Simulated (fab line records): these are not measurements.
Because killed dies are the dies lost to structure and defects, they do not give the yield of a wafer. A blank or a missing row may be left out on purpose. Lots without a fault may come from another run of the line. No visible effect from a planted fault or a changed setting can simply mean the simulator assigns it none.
fab line records / flow n5-finfet / part 2 of 2: steps 22 to 30 of 30
[record] lots = 5 wafers = 15 last-day = 16
route steps=1938 shown BEOL_M0@719
lots untouched by any fault: they come from a run of this same line in which no faults occurred
start-h: the number of hours between the record's first day and the start of the first shown wafer of the lot / wait-h: hours from the lot's prior step to this one / " same as the row above / L1.1+2: one row covering several wafers at once / - no value present, or no start provided / * or withheld: withheld / < > ~ a bound
route shown NAME@n: NAME is a module with steps in the file, n the number in the route of the first one / usual: mean and standard deviation over wafers with no fault / same: alike in all rows / chamber/n: place in a boat / sites: per-site readings / _std_site: the values' standard deviation / _edge_site: the outer-site mean with the inner-site mean subtracted / radius-mm: how far each site lies from the wafer's centre / mask NAME#n: copy n / behind: tool/chamber where the wafer was last shaped / hold: the reason the lot was held/the length of the hold in hours/how it ended / device: whichever transistor did not switch (one of n, p or np) / end of line: the route-end tests of the same wafers / a step given without rows: its recipe and nothing more / killed: dies that structure and defects cost at the first sort, which is not the same as the wafer's yield / map: the dies of a wafer, with x for killed, . for not killed, _ for no die there
set.NAME: the setting the step ran with; set.NAME@STEP: the setting that earlier step ran with / model.NAME: the simulator's own value behind a step, which no gauge read
lots seen at some steps along the route; tables by step, rows by wafer
services: a tool's chamber out of use, with start hour (start-h, from the record's first day; less than 0 if before it), hours out, and reason
[[steps]]
[step N5_BEOL_M0_SPUTTER_141]
[recipe] material = Cu target-thk-a = 40 temp-c = -20 chamber-pressure-pa = 0.07 power-w = withheld time-s = 7.37
[usual] chamber-pressure-pa = 0.06999/0.00013 throttle-valve-pct = 29.7/0.72
lot.wafer=L075.4 tool=pvd-sputter-02 chamber=- start-h=125.47 wait-h=0.0 chamber-pressure-pa=0.07019 throttle-valve-pct=29.5
lot.wafer=L075.5 tool=pvd-sputter-02 chamber=- start-h=125.47 wait-h=0.0 chamber-pressure-pa=0.0701 throttle-valve-pct=29.5
lot.wafer=L075.6 tool=pvd-sputter-02 chamber=- start-h=125.47 wait-h=0.0 chamber-pressure-pa=0.06986 throttle-valve-pct=30.2
lot.wafer=L077.2 tool=pvd-sputter-01 chamber=- start-h=136.24 wait-h=0.0 chamber-pressure-pa=0.06997 throttle-valve-pct=29.0
lot.wafer=L077.4 tool=pvd-sputter-01 chamber=- start-h=136.24 wait-h=0.0 chamber-pressure-pa=0.07007 throttle-valve-pct=29.9
lot.wafer=L077.5 tool=pvd-sputter-01 chamber=- start-h=136.24 wait-h=0.0 chamber-pressure-pa=0.06991 throttle-valve-pct=28.9
lot.wafer=L081.1 tool=pvd-sputter-02 chamber=- start-h=157.82 wait-h=0.0 chamber-pressure-pa=0.0702 throttle-valve-pct=29.5
lot.wafer=L081.5 tool=pvd-sputter-02 chamber=- start-h=157.82 wait-h=0.0 chamber-pressure-pa=0.07008 throttle-valve-pct=28.7
lot.wafer=L081.6 tool=pvd-sputter-02 chamber=- start-h=157.82 wait-h=0.0 chamber-pressure-pa=0.07017 throttle-valve-pct=30.4
lot.wafer=L093.1 tool=pvd-sputter-01 chamber=- start-h=232.57 wait-h=0.0 chamber-pressure-pa=0.07009 throttle-valve-pct=29.8
lot.wafer=L093.2 tool=pvd-sputter-01 chamber=- start-h=232.57 wait-h=0.0 chamber-pressure-pa=0.0698 throttle-valve-pct=29.0
lot.wafer=L093.4 tool=pvd-sputter-01 chamber=- start-h=232.57 wait-h=0.0 chamber-pressure-pa=0.07 throttle-valve-pct=29.0
lot.wafer=L094.1 tool=pvd-sputter-02 chamber=- start-h=238.36 wait-h=0.0 chamber-pressure-pa=0.06991 throttle-valve-pct=29.5
lot.wafer=L094.3 tool=pvd-sputter-02 chamber=- start-h=238.36 wait-h=0.0 chamber-pressure-pa=0.07008 throttle-valve-pct=30.5
lot.wafer=L094.5 tool=pvd-sputter-02 chamber=- start-h=238.36 wait-h=0.0 chamber-pressure-pa=0.0701 throttle-valve-pct=30.6
[step N5_BEOL_M0_ECD_118]
[recipe] material = Cu target-thk-a = 3000
lot.wafer=L075.4+5+6 tool=ecd-cu-01 chamber=1,1,0 start-h=125.61 wait-h=0.1
lot.wafer=L077.2+4+5 tool=ecd-cu-02 chamber=1 start-h=136.36 wait-h=0.1
lot.wafer=L081.1+5+6 tool=ecd-cu-02 chamber=0,1,0 start-h=157.93 wait-h=0.1
lot.wafer=L093.1+2+4 tool=ecd-cu-01 chamber=1,0,1 start-h=232.69 wait-h=0.1
lot.wafer=L094.1+3+5 tool=ecd-cu-02 chamber=1,0,1 start-h=238.48 wait-h=0.1
[step N5_BEOL_M0_ANNEAL_119]
[recipe] temp-c = 225 time-s = 90 ambient = N2
[usual] wafer_temp_C_max = 225.93/0.26
lot.wafer=L075.4 tool=rtp-anneal-01 chamber=0 start-h=125.91 wait-h=0.3 wafer_temp_C_max=226.18
lot.wafer=L075.5 tool=rtp-anneal-01 chamber=0 start-h=125.91 wait-h=0.3 wafer_temp_C_max=225.85
lot.wafer=L075.6 tool=rtp-anneal-01 chamber=0 start-h=125.91 wait-h=0.3 wafer_temp_C_max=226.11
lot.wafer=L077.2 tool=rtp-anneal-01 chamber=0 start-h=136.48 wait-h=0.1 wafer_temp_C_max=225.97
lot.wafer=L077.4 tool=rtp-anneal-01 chamber=0 start-h=136.48 wait-h=0.1 wafer_temp_C_max=226.08
lot.wafer=L077.5 tool=rtp-anneal-01 chamber=0 start-h=136.48 wait-h=0.1 wafer_temp_C_max=226.08
lot.wafer=L081.1 tool=rtp-anneal-02 chamber=0 start-h=158.01 wait-h=0.1 wafer_temp_C_max=226.00
lot.wafer=L081.5 tool=rtp-anneal-02 chamber=0 start-h=158.01 wait-h=0.1 wafer_temp_C_max=226.03
lot.wafer=L081.6 tool=rtp-anneal-02 chamber=0 start-h=158.01 wait-h=0.1 wafer_temp_C_max=225.85
lot.wafer=L093.1 tool=rtp-anneal-02 chamber=0 start-h=232.77 wait-h=0.1 wafer_temp_C_max=225.93
lot.wafer=L093.2 tool=rtp-anneal-02 chamber=0 start-h=232.77 wait-h=0.1 wafer_temp_C_max=226.08
lot.wafer=L093.4 tool=rtp-anneal-02 chamber=0 start-h=232.77 wait-h=0.1 wafer_temp_C_max=225.67
lot.wafer=L094.1 tool=rtp-anneal-02 chamber=0 start-h=239.72 wait-h=1.2 wafer_temp_C_max=226.04
lot.wafer=L094.3 tool=rtp-anneal-02 chamber=0 start-h=239.72 wait-h=1.2 wafer_temp_C_max=225.79
lot.wafer=L094.5 tool=rtp-anneal-02 chamber=0 start-h=239.72 wait-h=1.2 wafer_temp_C_max=225.72
[step N5_BEOL_M0_CMP_120]
[recipe] stop-on = SiOC t-overpolish-s = 6.9 down-force-psi = 1 platen-rpm = 50 clearing-platen-down-force-psi = 1.5 clearing-platen-rpm = 50 post-cmp-clean = cu-alkaline clearing-platen-pad-velocity-m-s = 0.99484 pad-velocity-m-s = 0.99484
[usual] barrier-field-endpoint-s = 3.58/0.15 edge-zone-pressure-frac = 0.999/0.0051 motor-current-A = 6.1/0.69 overpolish-run-s = 6.899/0.0087 slurry-filter-dp-kPa = 13.50/0.13 time-to-endpoint-s = 62/4.5
lot.wafer=L075.4 tool=cmp-03 chamber=0 start-h=126.14 wait-h=0.2 barrier-field-endpoint-s=3.56 edge-zone-pressure-frac=1.010 motor-current-A=5.7 overpolish-run-s=6.911 slurry-filter-dp-kPa=13.50 time-to-endpoint-s=63
lot.wafer=L075.5 tool=cmp-03 chamber=2 start-h=126.14 wait-h=0.2 barrier-field-endpoint-s=3.57 edge-zone-pressure-frac=0.998 motor-current-A=5.9 overpolish-run-s=6.909 slurry-filter-dp-kPa=13.40 time-to-endpoint-s=57
lot.wafer=L075.6 tool=cmp-03 chamber=3 start-h=126.14 wait-h=0.2 barrier-field-endpoint-s=3.53 edge-zone-pressure-frac=0.993 motor-current-A=7.3 overpolish-run-s=6.892 slurry-filter-dp-kPa=13.34 time-to-endpoint-s=61
lot.wafer=L077.4 tool=cmp-03 chamber=0 start-h=136.73 wait-h=0.1 barrier-field-endpoint-s=3.46 edge-zone-pressure-frac=1.003 motor-current-A=5.9 overpolish-run-s=6.885 slurry-filter-dp-kPa=13.58 time-to-endpoint-s=61
lot.wafer=L077.2 tool=cmp-03 chamber=2 start-h=136.73 wait-h=0.1 barrier-field-endpoint-s=3.35 edge-zone-pressure-frac=1.003 motor-current-A=5.6 overpolish-run-s=6.910 slurry-filter-dp-kPa=13.57 time-to-endpoint-s=55
lot.wafer=L077.5 tool=cmp-03 chamber=0 start-h=136.73 wait-h=0.1 barrier-field-endpoint-s=3.64 edge-zone-pressure-frac=1.001 motor-current-A=5.7 overpolish-run-s=6.892 slurry-filter-dp-kPa=13.58 time-to-endpoint-s=61
lot.wafer=L081.1 tool=cmp-03 chamber=1 start-h=158.31 wait-h=0.3 barrier-field-endpoint-s=3.66 edge-zone-pressure-frac=1.003 motor-current-A=5.3 overpolish-run-s=6.901 slurry-filter-dp-kPa=13.44 time-to-endpoint-s=58
lot.wafer=L081.6 tool=cmp-03 chamber=1 start-h=158.31 wait-h=0.3 barrier-field-endpoint-s=3.54 edge-zone-pressure-frac=0.997 motor-current-A=5.5 overpolish-run-s=6.885 slurry-filter-dp-kPa=13.30 time-to-endpoint-s=59
lot.wafer=L081.5 tool=cmp-03 chamber=2 start-h=158.31 wait-h=0.3 barrier-field-endpoint-s=3.52 edge-zone-pressure-frac=1.003 motor-current-A=5.9 overpolish-run-s=6.896 slurry-filter-dp-kPa=13.42 time-to-endpoint-s=55
lot.wafer=L093.1 tool=cmp-04 chamber=3 start-h=233.11 wait-h=0.3 barrier-field-endpoint-s=3.59 edge-zone-pressure-frac=1.000 motor-current-A=5.9 overpolish-run-s=6.882 slurry-filter-dp-kPa=13.47 time-to-endpoint-s=63
lot.wafer=L093.2 tool=cmp-04 chamber=0 start-h=233.11 wait-h=0.3 barrier-field-endpoint-s=3.86 edge-zone-pressure-frac=1.001 motor-current-A=7.4 overpolish-run-s=6.909 slurry-filter-dp-kPa=13.50 time-to-endpoint-s=68
lot.wafer=L093.4 tool=cmp-04 chamber=1 start-h=233.11 wait-h=0.3 barrier-field-endpoint-s=3.63 edge-zone-pressure-frac=1.004 motor-current-A=5.5 overpolish-run-s=6.902 slurry-filter-dp-kPa=13.48 time-to-endpoint-s=62
lot.wafer=L094.1 tool=cmp-04 chamber=3 start-h=240.36 wait-h=0.6 barrier-field-endpoint-s=3.42 edge-zone-pressure-frac=1.000 motor-current-A=5.7 overpolish-run-s=6.905 slurry-filter-dp-kPa=13.21 time-to-endpoint-s=62
lot.wafer=L094.3 tool=cmp-04 chamber=0 start-h=240.36 wait-h=0.6 barrier-field-endpoint-s=3.72 edge-zone-pressure-frac=0.999 motor-current-A=6.7 overpolish-run-s=6.912 slurry-filter-dp-kPa=13.38 time-to-endpoint-s=67
lot.wafer=L094.5 tool=cmp-04 chamber=2 start-h=240.36 wait-h=0.6 barrier-field-endpoint-s=3.58 edge-zone-pressure-frac=0.994 motor-current-A=6.5 overpolish-run-s=6.887 slurry-filter-dp-kPa=13.61 time-to-endpoint-s=69
[step N5_BEOL_M0_PRE_CLEAN_131]
[recipe] gas = NH3/H2 time-s = 15 temp-c = * rf-power-w = 300
[usual] heater-power-w = 96/15
lot.wafer=L075.4 tool=cvd-co-02 chamber=0 start-h=126.42 wait-h=0.1 heater-power-w=97
lot.wafer=L075.5 tool=cvd-co-02 chamber=1 start-h=126.42 wait-h=0.1 heater-power-w=98
lot.wafer=L075.6 tool=cvd-co-02 chamber=2 start-h=126.42 wait-h=0.1 heater-power-w=104
lot.wafer=L077.2 tool=cvd-co-02 chamber=2 start-h=137.17 wait-h=0.1 heater-power-w=103
lot.wafer=L077.4 tool=cvd-co-02 chamber=2 start-h=137.17 wait-h=0.1 heater-power-w=101
lot.wafer=L077.5 tool=cvd-co-02 chamber=1 start-h=137.17 wait-h=0.1 heater-power-w=98
lot.wafer=L081.1 tool=cvd-co-01 chamber=0 start-h=158.64 wait-h=0.0 heater-power-w=75
lot.wafer=L081.5 tool=cvd-co-01 chamber=1 start-h=158.64 wait-h=0.0 heater-power-w=120
lot.wafer=L081.6 tool=cvd-co-01 chamber=0 start-h=158.64 wait-h=0.0 heater-power-w=76
lot.wafer=L093.1 tool=cvd-co-02 chamber=2 start-h=233.40 wait-h=0.0 heater-power-w=108
lot.wafer=L093.2 tool=cvd-co-02 chamber=1 start-h=233.40 wait-h=0.0 heater-power-w=100
lot.wafer=L093.4 tool=cvd-co-02 chamber=1 start-h=233.40 wait-h=0.0 heater-power-w=100
lot.wafer=L094.1 tool=cvd-co-01 chamber=0 start-h=240.62 wait-h=0.0 heater-power-w=78
lot.wafer=L094.3 tool=cvd-co-01 chamber=1 start-h=240.62 wait-h=0.0 heater-power-w=123
lot.wafer=L094.5 tool=cvd-co-01 chamber=1 start-h=240.62 wait-h=0.0 heater-power-w=118
[step N5_BEOL_M0_CO_CAP_123]
[recipe] material = Co target-thk-a = 20 temp-c = 200 precursor = CCTBA/H2 pressure-torr = 30 time-s = 102.1
[usual] heater-power-w = 249/19
lot.wafer=L075.4 tool=cvd-co-02 chamber=0 start-h=126.47 wait-h=0.0 heater-power-w=251
lot.wafer=L075.5 tool=cvd-co-02 chamber=1 start-h=126.47 wait-h=0.0 heater-power-w=253
lot.wafer=L075.6 tool=cvd-co-02 chamber=2 start-h=126.47 wait-h=0.0 heater-power-w=263
lot.wafer=L077.2 tool=cvd-co-02 chamber=2 start-h=137.21 wait-h=0.0 heater-power-w=261
lot.wafer=L077.4 tool=cvd-co-02 chamber=2 start-h=137.21 wait-h=0.0 heater-power-w=258
lot.wafer=L077.5 tool=cvd-co-02 chamber=1 start-h=137.21 wait-h=0.0 heater-power-w=251
lot.wafer=L081.1 tool=cvd-co-01 chamber=0 start-h=158.68 wait-h=0.0 heater-power-w=225
lot.wafer=L081.5 tool=cvd-co-01 chamber=1 start-h=158.68 wait-h=0.0 heater-power-w=276
lot.wafer=L081.6 tool=cvd-co-01 chamber=0 start-h=158.68 wait-h=0.0 heater-power-w=226
lot.wafer=L093.1 tool=cvd-co-02 chamber=2 start-h=233.44 wait-h=0.0 heater-power-w=260
lot.wafer=L093.2 tool=cvd-co-02 chamber=1 start-h=233.44 wait-h=0.0 heater-power-w=250
lot.wafer=L093.4 tool=cvd-co-02 chamber=1 start-h=233.44 wait-h=0.0 heater-power-w=258
lot.wafer=L094.1 tool=cvd-co-01 chamber=0 start-h=240.66 wait-h=0.0 heater-power-w=223
lot.wafer=L094.3 tool=cvd-co-01 chamber=1 start-h=240.66 wait-h=0.0 heater-power-w=281
lot.wafer=L094.5 tool=cvd-co-01 chamber=1 start-h=240.66 wait-h=0.0 heater-power-w=283
[step N5_BEOL_M0_PRE_CLEAN_124]
[recipe] gas = NH3 time-s = 15 temp-c = withheld rf-power-w = 300
lot.wafer=L075.4+5+6 tool=pecvd-04 chamber=0,2,1 start-h=126.54 wait-h=0.0
lot.wafer=L077.2+4+5 tool=pecvd-03 chamber=0,0,1 start-h=137.30 wait-h=0.1
lot.wafer=L081.1+5+6 tool=pecvd-04 chamber=0,2,0 start-h=158.77 wait-h=0.1
lot.wafer=L093.1+2+4 tool=pecvd-03 chamber=1,0,0 start-h=233.53 wait-h=0.1
lot.wafer=L094.1+3+5 tool=pecvd-04 chamber=1,0,1 start-h=240.75 wait-h=0.1
[step N5_BEOL_M0_DEP_125]
[recipe] material = SiCN target-thk-a = 80 temp-c = withheld precursor = 3MS/NH3 pressure-torr = 3 rf-w = 202 time-s = 14
[usual] showerhead-plenum-p-Torr = 3.668/0.011 throttle-valve-pct = 9.1/0.49
lot.wafer=L075.4 tool=pecvd-04 chamber=0 start-h=126.57 wait-h=0.0 showerhead-plenum-p-Torr=3.676 throttle-valve-pct=8.9
lot.wafer=L075.5 tool=pecvd-04 chamber=2 start-h=126.57 wait-h=0.0 showerhead-plenum-p-Torr=3.683 throttle-valve-pct=8.2
lot.wafer=L075.6 tool=pecvd-04 chamber=1 start-h=126.57 wait-h=0.0 showerhead-plenum-p-Torr=3.669 throttle-valve-pct=9.5
lot.wafer=L077.2 tool=pecvd-03 chamber=0 start-h=137.33 wait-h=0.0 showerhead-plenum-p-Torr=3.652 throttle-valve-pct=9.0
lot.wafer=L077.4 tool=pecvd-03 chamber=0 start-h=137.33 wait-h=0.0 showerhead-plenum-p-Torr=3.667 throttle-valve-pct=8.7
lot.wafer=L077.5 tool=pecvd-03 chamber=1 start-h=137.33 wait-h=0.0 showerhead-plenum-p-Torr=3.678 throttle-valve-pct=9.7
lot.wafer=L081.1 tool=pecvd-04 chamber=0 start-h=158.80 wait-h=0.0 showerhead-plenum-p-Torr=3.680 throttle-valve-pct=9.0
lot.wafer=L081.5 tool=pecvd-04 chamber=2 start-h=158.80 wait-h=0.0 showerhead-plenum-p-Torr=3.673 throttle-valve-pct=8.7
lot.wafer=L081.6 tool=pecvd-04 chamber=0 start-h=158.80 wait-h=0.0 showerhead-plenum-p-Torr=3.662 throttle-valve-pct=9.0
lot.wafer=L093.1 tool=pecvd-03 chamber=1 start-h=233.55 wait-h=0.0 showerhead-plenum-p-Torr=3.679 throttle-valve-pct=9.7
lot.wafer=L093.2 tool=pecvd-03 chamber=0 start-h=233.55 wait-h=0.0 showerhead-plenum-p-Torr=3.666 throttle-valve-pct=8.8
lot.wafer=L093.4 tool=pecvd-03 chamber=0 start-h=233.55 wait-h=0.0 showerhead-plenum-p-Torr=3.664 throttle-valve-pct=9.1
lot.wafer=L094.1 tool=pecvd-04 chamber=1 start-h=240.78 wait-h=0.0 showerhead-plenum-p-Torr=3.674 throttle-valve-pct=9.4
lot.wafer=L094.3 tool=pecvd-04 chamber=0 start-h=240.78 wait-h=0.0 showerhead-plenum-p-Torr=3.664 throttle-valve-pct=9.0
lot.wafer=L094.5 tool=pecvd-04 chamber=1 start-h=240.78 wait-h=0.0 showerhead-plenum-p-Torr=3.682 throttle-valve-pct=9.7
[step N5_BEOL_M0_RS_MEAS_126]
[recipe] thk-meas-gauge = four-point-probe reads = Co_of_BEOL_M0_CO_CAP_123+Cu_of_BEOL_M0_ECD_118+Co_of_BEOL_M0_CVD_115+TaN_of_BEOL_M0_ALD_136
[usual] M0_RS = 0.530/0.025
lot.wafer=L075.4 tool=film-metro-02 chamber=- start-h=126.63 wait-h=0.0 M0_RS[ohm/sq]=0.502
lot.wafer=L075.5 tool=film-metro-02 chamber=- start-h=126.63 wait-h=0.0 M0_RS[ohm/sq]=0.573
lot.wafer=L075.6 tool=film-metro-02 chamber=- start-h=126.63 wait-h=0.0 M0_RS[ohm/sq]=0.497
lot.wafer=L077.2 tool=film-metro-02 chamber=- start-h=137.39 wait-h=0.1 M0_RS[ohm/sq]=0.567
lot.wafer=L077.4 tool=film-metro-02 chamber=- start-h=137.39 wait-h=0.1 M0_RS[ohm/sq]=0.535
lot.wafer=L077.5 tool=film-metro-02 chamber=- start-h=137.39 wait-h=0.1 M0_RS[ohm/sq]=0.525
lot.wafer=L081.1 tool=film-metro-02 chamber=- start-h=158.87 wait-h=0.0 M0_RS[ohm/sq]=0.544
lot.wafer=L081.5 tool=film-metro-02 chamber=- start-h=158.87 wait-h=0.0 M0_RS[ohm/sq]=0.538
lot.wafer=L081.6 tool=film-metro-02 chamber=- start-h=158.87 wait-h=0.0 M0_RS[ohm/sq]=0.533
lot.wafer=L093.1 tool=film-metro-01 chamber=- start-h=233.62 wait-h=0.0 M0_RS[ohm/sq]=0.519
lot.wafer=L093.2 tool=film-metro-01 chamber=- start-h=233.62 wait-h=0.0 M0_RS[ohm/sq]=0.510
lot.wafer=L093.4 tool=film-metro-01 chamber=- start-h=233.62 wait-h=0.0 M0_RS[ohm/sq]=0.532
lot.wafer=L094.1 tool=film-metro-02 chamber=- start-h=240.84 wait-h=0.0 M0_RS[ohm/sq]=0.543
lot.wafer=L094.3 tool=film-metro-02 chamber=- start-h=240.84 wait-h=0.0 M0_RS[ohm/sq]=0.512
lot.wafer=L094.5 tool=film-metro-02 chamber=- start-h=240.84 wait-h=0.0 M0_RS[ohm/sq]=0.478
[[services]]
tool=cvd-co-02 chamber=0 start-h=104.88 hours=5.6 kind=repair
tool=cmp-03 chamber=- start-h=109.17 hours=2.9 kind=repair
tool=rie-diel-02 chamber=1 start-h=112.26 hours=2.7 kind=repair
tool=cmp-03 chamber=- start-h=118.77 hours=1.5 kind=repair
tool=cvd-co-01 chamber=- start-h=129.85 hours=14.6 kind=pm
tool=pvd-sputter-01 chamber=- start-h=131.36 hours=1.3 kind=repair
tool=ald-metal-02 chamber=2 start-h=133.25 hours=9.4 kind=repair
tool=cmp-03 chamber=- start-h=142.80 hours=0.4 kind=repair
tool=rie-diel-06 chamber=3 start-h=143.16 hours=8.3 kind=repair
tool=pecvd-04 chamber=- start-h=148.13 hours=1.1 kind=repair
tool=cvd-co-02 chamber=- start-h=149.86 hours=1.0 kind=repair
tool=cmp-03 chamber=- start-h=153.91 hours=0.3 kind=repair
tool=wet-bench-02 chamber=- start-h=160.49 hours=4.4 kind=pm
tool=ecd-cu-02 chamber=- start-h=166.90 hours=9.3 kind=pm
tool=pecvd-03 chamber=- start-h=169.69 hours=2.8 kind=pm
tool=rie-diel-06 chamber=- start-h=174.34 hours=14.6 kind=pm
tool=pecvd-04 chamber=- start-h=175.90 hours=0.9 kind=repair
tool=rie-diel-02 chamber=- start-h=198.01 hours=0.6 kind=repair
tool=ald-metal-02 chamber=- start-h=199.16 hours=4.3 kind=pm
tool=rie-diel-02 chamber=1 start-h=204.08 hours=6.8 kind=repair
tool=rie-diel-02 chamber=- start-h=223.96 hours=2.3 kind=repair
tool=rie-diel-03 chamber=2 start-h=228.06 hours=8.4 kind=repair
tool=rie-diel-06 chamber=2 start-h=235.93 hours=8.0 kind=repair
tool=cvd-co-01 chamber=- start-h=237.63 hours=2.8 kind=pm
